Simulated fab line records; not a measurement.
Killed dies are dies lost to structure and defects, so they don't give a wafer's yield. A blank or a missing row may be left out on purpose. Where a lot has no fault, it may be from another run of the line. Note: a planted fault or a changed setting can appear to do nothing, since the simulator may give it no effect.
fab line records || flow nand_harc
[record] {"lots": 7, "wafers": 21, "last_day": 24}
route steps=1159 shown THIN_TSV@1135
lots untouched by any fault: they come from a run of this same line in which no faults occurred
start_h: hours from the record's opening day to when the first of the lot's shown wafers began || wait_h: time in hours since the lot's previous step || " as in the row above || L1.1+2: a row that stands for several wafers || - no value, or no start given || * or withheld: withheld || < > ~ a bound
route shown NAME@n: names a module that has steps shown in the file, with the first one's number in the route || usual: mean/standard deviation taken from wafers without a fault || same: alike in all rows || chamber/n: place in a boat || sites: the reading at each site || _std_site: standard deviation across them || _edge_site: inner sites' mean taken away from outer sites' mean || radius_mm: for every site, how far away it sits from the centre of the wafer || mask NAME#n: copy n || behind: the tool/chamber that last shaped the wafer || hold: why the lot went on hold/how many hours it stayed there/how the hold came to an end || device: the n, p or np transistor that did not switch || end of line: tests of these same wafers at the route's end || a step without rows: its recipe alone || killed: count of dies lost to structure and defects at first sort (not the wafer's yield) || map: per-die view of a wafer (x killed, . not killed, _ where there is no die)
set.NAME: setting as actually run; set.NAME@STEP: the setting as run at that earlier step || model.NAME: the simulator's own value behind a step, which no gauge read
certain route steps with their lots: each step a table, each wafer a row
services: the hour from which a tool's chamber was out of use, counted from the record's first day as start_h (under 0 if before that day), plus the number of hours and why
[[steps]]
[step NHARC_THIN_TSV_SRD_23]
[step NHARC_THIN_TSV_DEGAS_53]
[recipe] {"temp_c": 300, "time_s": 60}
[usual] {"heater_power_w": "484/50", "susceptor_temp_C": "299.98/0.21"}
{"lot.wafer": "L134.3", "tool": "pvd_sputter-01", "chamber": "-", "start_h": 491.43, "wait_h": 0.1, "heater_power_w": 447, "susceptor_temp_C": 299.97}
{"lot.wafer": "L134.5", "tool": "pvd_sputter-01", "chamber": "-", "start_h": 491.43, "wait_h": 0.1, "heater_power_w": 529, "susceptor_temp_C": 300.06}
{"lot.wafer": "L134.6", "tool": "pvd_sputter-01", "chamber": "-", "start_h": 491.43, "wait_h": 0.1, "heater_power_w": 498, "susceptor_temp_C": 300.29}
{"lot.wafer": "L136.2", "tool": "pvd_sputter-03", "chamber": "-", "start_h": 492.49, "wait_h": 0.1, "heater_power_w": 458, "susceptor_temp_C": 299.82}
{"lot.wafer": "L136.6", "tool": "pvd_sputter-03", "chamber": "-", "start_h": 492.49, "wait_h": 0.1, "heater_power_w": 442, "susceptor_temp_C": 299.68}
{"lot.wafer": "L136.5", "tool": "pvd_sputter-03", "chamber": "-", "start_h": 492.49, "wait_h": 0.1, "heater_power_w": 482, "susceptor_temp_C": 299.95}
{"lot.wafer": "L133.4", "tool": "pvd_sputter-03", "chamber": "-", "start_h": 495.87, "wait_h": 0.1, "heater_power_w": 426, "susceptor_temp_C": 300.13}
{"lot.wafer": "L133.2", "tool": "pvd_sputter-03", "chamber": "-", "start_h": 495.87, "wait_h": 0.1, "heater_power_w": 439, "susceptor_temp_C": 299.99}
{"lot.wafer": "L133.5", "tool": "pvd_sputter-03", "chamber": "-", "start_h": 495.87, "wait_h": 0.1, "heater_power_w": 466, "susceptor_temp_C": 299.88}
{"lot.wafer": "L135.1", "tool": "pvd_sputter-02", "chamber": "-", "start_h": 503.02, "wait_h": 0.1, "heater_power_w": 496, "susceptor_temp_C": 299.97}
{"lot.wafer": "L135.5", "tool": "pvd_sputter-02", "chamber": "-", "start_h": 503.02, "wait_h": 0.1, "heater_power_w": 433, "susceptor_temp_C": 300.25}
{"lot.wafer": "L135.6", "tool": "pvd_sputter-02", "chamber": "-", "start_h": 503.02, "wait_h": 0.1, "heater_power_w": 474, "susceptor_temp_C": 300.01}
{"lot.wafer": "L140.4", "tool": "pvd_sputter-02", "chamber": "-", "start_h": 534.41, "wait_h": 0.1, "heater_power_w": 603, "susceptor_temp_C": "-"}
{"lot.wafer": "L140.2", "tool": "pvd_sputter-02", "chamber": "-", "start_h": 534.41, "wait_h": 0.1, "heater_power_w": 447, "susceptor_temp_C": "-"}
{"lot.wafer": "L140.6", "tool": "pvd_sputter-02", "chamber": "-", "start_h": 534.41, "wait_h": 0.1, "heater_power_w": 479, "susceptor_temp_C": "-"}
{"lot.wafer": "L142.4", "tool": "pvd_sputter-01", "chamber": "-", "start_h": 536.74, "wait_h": 0.1, "heater_power_w": 485, "susceptor_temp_C": 299.70}
{"lot.wafer": "L142.3", "tool": "pvd_sputter-01", "chamber": "-", "start_h": 536.74, "wait_h": 0.1, "heater_power_w": 536, "susceptor_temp_C": 299.96}
{"lot.wafer": "L142.6", "tool": "pvd_sputter-01", "chamber": "-", "start_h": 536.74, "wait_h": 0.1, "heater_power_w": 473, "susceptor_temp_C": 300.19}
{"lot.wafer": "L144.4", "tool": "pvd_sputter-01", "chamber": "-", "start_h": 552.02, "wait_h": 0.1, "heater_power_w": 469, "susceptor_temp_C": "-"}
{"lot.wafer": "L144.6", "tool": "pvd_sputter-01", "chamber": "-", "start_h": 552.02, "wait_h": 0.1, "heater_power_w": 494, "susceptor_temp_C": "-"}
{"lot.wafer": "L144.5", "tool": "pvd_sputter-01", "chamber": "-", "start_h": 552.02, "wait_h": 0.1, "heater_power_w": 534, "susceptor_temp_C": "-"}
[step NHARC_THIN_TSV_PRE_CLEAN_54]
[recipe] {"time_s": 30, "temp_c": 280, "gas": "H2/He"}
[usual] {"heater_power_w": "425/43", "susceptor_temp_C": "280.02/0.18"}
{"lot.wafer": "L134.3", "tool": "pvd_sputter-01", "chamber": "-", "start_h": 491.52, "wait_h": 0.1, "heater_power_w": 441, "susceptor_temp_C": 280.15}
{"lot.wafer": "L134.6", "tool": "pvd_sputter-01", "chamber": "-", "start_h": 491.52, "wait_h": 0.1, "heater_power_w": 408, "susceptor_temp_C": 279.79}
{"lot.wafer": "L134.5", "tool": "pvd_sputter-01", "chamber": "-", "start_h": 491.52, "wait_h": 0.1, "heater_power_w": 393, "susceptor_temp_C": 279.90}
{"lot.wafer": "L136.2", "tool": "pvd_sputter-03", "chamber": "-", "start_h": 492.56, "wait_h": 0.1, "heater_power_w": 384, "susceptor_temp_C": "-"}
{"lot.wafer": "L136.5", "tool": "pvd_sputter-03", "chamber": "-", "start_h": 492.56, "wait_h": 0.1, "heater_power_w": 421, "susceptor_temp_C": "-"}
{"lot.wafer": "L136.6", "tool": "pvd_sputter-03", "chamber": "-", "start_h": 492.56, "wait_h": 0.1, "heater_power_w": 380, "susceptor_temp_C": "-"}
{"lot.wafer": "L133.4", "tool": "pvd_sputter-03", "chamber": "-", "start_h": 495.93, "wait_h": 0.1, "heater_power_w": 407, "susceptor_temp_C": "-"}
{"lot.wafer": "L133.2", "tool": "pvd_sputter-03", "chamber": "-", "start_h": 495.93, "wait_h": 0.1, "heater_power_w": 374, "susceptor_temp_C": "-"}
{"lot.wafer": "L133.5", "tool": "pvd_sputter-03", "chamber": "-", "start_h": 495.93, "wait_h": 0.1, "heater_power_w": 404, "susceptor_temp_C": "-"}
{"lot.wafer": "L135.1", "tool": "pvd_sputter-02", "chamber": "-", "start_h": 503.09, "wait_h": 0.1, "heater_power_w": 397, "susceptor_temp_C": "-"}
{"lot.wafer": "L135.6", "tool": "pvd_sputter-02", "chamber": "-", "start_h": 503.09, "wait_h": 0.1, "heater_power_w": 429, "susceptor_temp_C": "-"}
{"lot.wafer": "L135.5", "tool": "pvd_sputter-02", "chamber": "-", "start_h": 503.09, "wait_h": 0.1, "heater_power_w": 530, "susceptor_temp_C": "-"}
{"lot.wafer": "L140.4", "tool": "pvd_sputter-02", "chamber": "-", "start_h": 534.48, "wait_h": 0.1, "heater_power_w": 377, "susceptor_temp_C": 280.52}
{"lot.wafer": "L140.2", "tool": "pvd_sputter-02", "chamber": "-", "start_h": 534.48, "wait_h": 0.1, "heater_power_w": 408, "susceptor_temp_C": 280.11}
{"lot.wafer": "L140.6", "tool": "pvd_sputter-02", "chamber": "-", "start_h": 534.48, "wait_h": 0.1, "heater_power_w": 386, "susceptor_temp_C": 280.41}
{"lot.wafer": "L142.3", "tool": "pvd_sputter-01", "chamber": "-", "start_h": 536.81, "wait_h": 0.1, "heater_power_w": 406, "susceptor_temp_C": 280.22}
{"lot.wafer": "L142.4", "tool": "pvd_sputter-01", "chamber": "-", "start_h": 536.81, "wait_h": 0.1, "heater_power_w": 415, "susceptor_temp_C": 279.90}
{"lot.wafer": "L142.6", "tool": "pvd_sputter-01", "chamber": "-", "start_h": 536.81, "wait_h": 0.1, "heater_power_w": 418, "susceptor_temp_C": 279.91}
{"lot.wafer": "L144.4", "tool": "pvd_sputter-01", "chamber": "-", "start_h": 552.09, "wait_h": 0.1, "heater_power_w": 397, "susceptor_temp_C": 280.10}
{"lot.wafer": "L144.6", "tool": "pvd_sputter-01", "chamber": "-", "start_h": 552.09, "wait_h": 0.1, "heater_power_w": 443, "susceptor_temp_C": 280.24}
{"lot.wafer": "L144.5", "tool": "pvd_sputter-01", "chamber": "-", "start_h": 552.09, "wait_h": 0.1, "heater_power_w": 412, "susceptor_temp_C": 279.89}
[step NHARC_THIN_TSV_PVD_55]
[recipe] {"target_thk_a": 500, "material": "TiN"}
[step NHARC_THIN_TSV_PVD_24]
[recipe] {"target_thk_a": 8000, "power_w": "withheld", "chamber_pressure_pa": "withheld", "substrate_temp_c": "withheld", "time_s": "withheld", "gas": "Ar", "material": "Al"}
[step NHARC_THIN_TSV_DEHYDRATE_25]
[recipe] {"temp_c": 150, "time_s": 120}
[step NHARC_THIN_TSV_HMDS_26]
[recipe] {"time_s": 30}
[step NHARC_THIN_TSV_COAT_27]
[recipe] {"spin_rpm": "*"}
[step NHARC_THIN_TSV_SOFTBAKE_28]
[recipe] {"temp_c": 122, "time_s": 95}
[step NHARC_THIN_TSV_EBR_29]
[step NHARC_THIN_TSV_EXPOSE_30]
[recipe] {"na": 0.55, "dose_mj": 11.47, "mask_id": "PAD"}
[step NHARC_THIN_TSV_PEB_31]
[recipe] {"peb_temp_c": 118, "peb_time_s": 85}
[usual] {"chill_plate_temp_C": "22.99/0.1", "exhaust_pa": "45.1/1", "heater_power_total_W": "164.00/0.27"}
{"lot.wafer": "L134.3", "tool": "litho_track-02", "chamber": "-", "start_h": 492.46, "wait_h": 0.1, "chill_plate_temp_C": "-", "exhaust_pa": "-", "heater_power_total_W": "-"}
{"lot.wafer": "L134.5", "tool": "litho_track-02", "chamber": "-", "start_h": 492.46, "wait_h": 0.1, "chill_plate_temp_C": "-", "exhaust_pa": "-", "heater_power_total_W": "-"}
{"lot.wafer": "L134.6", "tool": "litho_track-02", "chamber": "-", "start_h": 492.46, "wait_h": 0.1, "chill_plate_temp_C": "-", "exhaust_pa": "-", "heater_power_total_W": "-"}
{"lot.wafer": "L136.2", "tool": "litho_track-02", "chamber": 0, "start_h": 493.53, "wait_h": 0.1, "chill_plate_temp_C": 23.02, "exhaust_pa": 45.2, "heater_power_total_W": 163.69}
{"lot.wafer": "L136.5", "tool": "litho_track-02", "chamber": 0, "start_h": 493.53, "wait_h": 0.1, "chill_plate_temp_C": 23.16, "exhaust_pa": 45.6, "heater_power_total_W": 164.29}
{"lot.wafer": "L136.6", "tool": "litho_track-02", "chamber": 0, "start_h": 493.53, "wait_h": 0.1, "chill_plate_temp_C": 23.19, "exhaust_pa": 44.7, "heater_power_total_W": 163.79}
{"lot.wafer": "L133.2", "tool": "litho_track-02", "chamber": "-", "start_h": 496.90, "wait_h": 0.1, "chill_plate_temp_C": "-", "exhaust_pa": "-", "heater_power_total_W": "-"}
{"lot.wafer": "L133.4", "tool": "litho_track-02", "chamber": "-", "start_h": 496.90, "wait_h": 0.1, "chill_plate_temp_C": "-", "exhaust_pa": "-", "heater_power_total_W": "-"}
{"lot.wafer": "L133.5", "tool": "litho_track-02", "chamber": "-", "start_h": 496.90, "wait_h": 0.1, "chill_plate_temp_C": "-", "exhaust_pa": "-", "heater_power_total_W": "-"}
{"lot.wafer": "L135.1", "tool": "litho_track-03", "chamber": "-", "start_h": 504.05, "wait_h": 0.1, "chill_plate_temp_C": "-", "exhaust_pa": "-", "heater_power_total_W": "-"}
{"lot.wafer": "L135.5", "tool": "litho_track-03", "chamber": "-", "start_h": 504.05, "wait_h": 0.1, "chill_plate_temp_C": "-", "exhaust_pa": "-", "heater_power_total_W": "-"}
{"lot.wafer": "L135.6", "tool": "litho_track-03", "chamber": "-", "start_h": 504.05, "wait_h": 0.1, "chill_plate_temp_C": "-", "exhaust_pa": "-", "heater_power_total_W": "-"}
{"lot.wafer": "L140.2", "tool": "litho_track-02", "chamber": 0, "start_h": 535.33, "wait_h": 0.1, "chill_plate_temp_C": 23.06, "exhaust_pa": 46.6, "heater_power_total_W": 164.08}
{"lot.wafer": "L140.4", "tool": "litho_track-02", "chamber": 0, "start_h": 535.33, "wait_h": 0.1, "chill_plate_temp_C": 23.02, "exhaust_pa": 43.6, "heater_power_total_W": 164.21}
{"lot.wafer": "L140.6", "tool": "litho_track-02", "chamber": 0, "start_h": 535.33, "wait_h": 0.1, "chill_plate_temp_C": 22.78, "exhaust_pa": 43.7, "heater_power_total_W": 163.96}
{"lot.wafer": "L142.3", "tool": "litho_track-02", "chamber": 0, "start_h": 537.67, "wait_h": 0.1, "chill_plate_temp_C": 22.94, "exhaust_pa": 44.8, "heater_power_total_W": 163.69}
{"lot.wafer": "L142.4", "tool": "litho_track-02", "chamber": 0, "start_h": 537.67, "wait_h": 0.1, "chill_plate_temp_C": 22.96, "exhaust_pa": 44.1, "heater_power_total_W": 164.39}
{"lot.wafer": "L142.6", "tool": "litho_track-02", "chamber": 0, "start_h": 537.67, "wait_h": 0.1, "chill_plate_temp_C": 22.90, "exhaust_pa": 42.9, "heater_power_total_W": 164.41}
{"lot.wafer": "L144.4", "tool": "litho_track-07", "chamber": 0, "start_h": 552.95, "wait_h": 0.0, "chill_plate_temp_C": 23.04, "exhaust_pa": 44.9, "heater_power_total_W": 164.27}
{"lot.wafer": "L144.5", "tool": "litho_track-07", "chamber": 0, "start_h": 552.95, "wait_h": 0.0, "chill_plate_temp_C": 22.92, "exhaust_pa": 44.4, "heater_power_total_W": 164.44}
{"lot.wafer": "L144.6", "tool": "litho_track-07", "chamber": 0, "start_h": 552.95, "wait_h": 0.0, "chill_plate_temp_C": 23.01, "exhaust_pa": 43.9, "heater_power_total_W": 163.72}
[step NHARC_THIN_TSV_DEVELOP_32]
[recipe] {"time_s": 70}
[[services]]
{"tool": "pvd_sputter-03", "chamber": "-", "start_h": 480.42, "hours": 8.7, "kind": "repair"}
{"tool": "pvd_sputter-01", "chamber": "-", "start_h": 514.00, "hours": 10.0, "kind": "pm"}
{"tool": "litho_track-02", "chamber": "-", "start_h": 515.00, "hours": 7.0, "kind": "pm"}
{"tool": "pvd_sputter-02", "chamber": "-", "start_h": 521.76, "hours": 2.1, "kind": "repair"}
{"tool": "litho_track-07", "chamber": "-", "start_h": 539.01, "hours": 7.0, "kind": "pm"}
{"tool": "pvd_sputter-03", "chamber": "-", "start_h": 548.06, "hours": 24.0, "kind": "repair"}
[[key]]
[first_sign] {"step": "NHARC_THIN_TSV_PEB_31", "reading": "tool_record", "direction": "missing"}
effect none on later readings
met_at NHARC_THIN_TSV_PEB_31
struck_wafers L133.2,L133.4,L133.5,L134.3,L134.5,L134.6,L135.1,L135.5,L135.6
later_rows_left_out L133.2,L133.4,L133.5,L134.3,L134.5,L134.6,L135.1,L135.5,L135.6
sort_left_out L133.2,L133.4,L133.5,L134.3,L134.5,L134.6,L135.1,L135.5,L135.6
[fault] {"kind": "skipped_step_whole", "tool": "litho_track-02,litho_track-03", "chamber": "-", "onset_h": 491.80, "steps": "NHARC_THIN_TSV_PEB_31", "scope": "struck_lots_only"}
// sort_left_out: the simulated sort isn't trusted on such a fault, so these wafers' sort isn't shown, and their yield isn't known
// later_rows_left_out: the simulator's readings of these wafers behind a module that went badly wrong aren't trusted and aren't shown, but for the sort
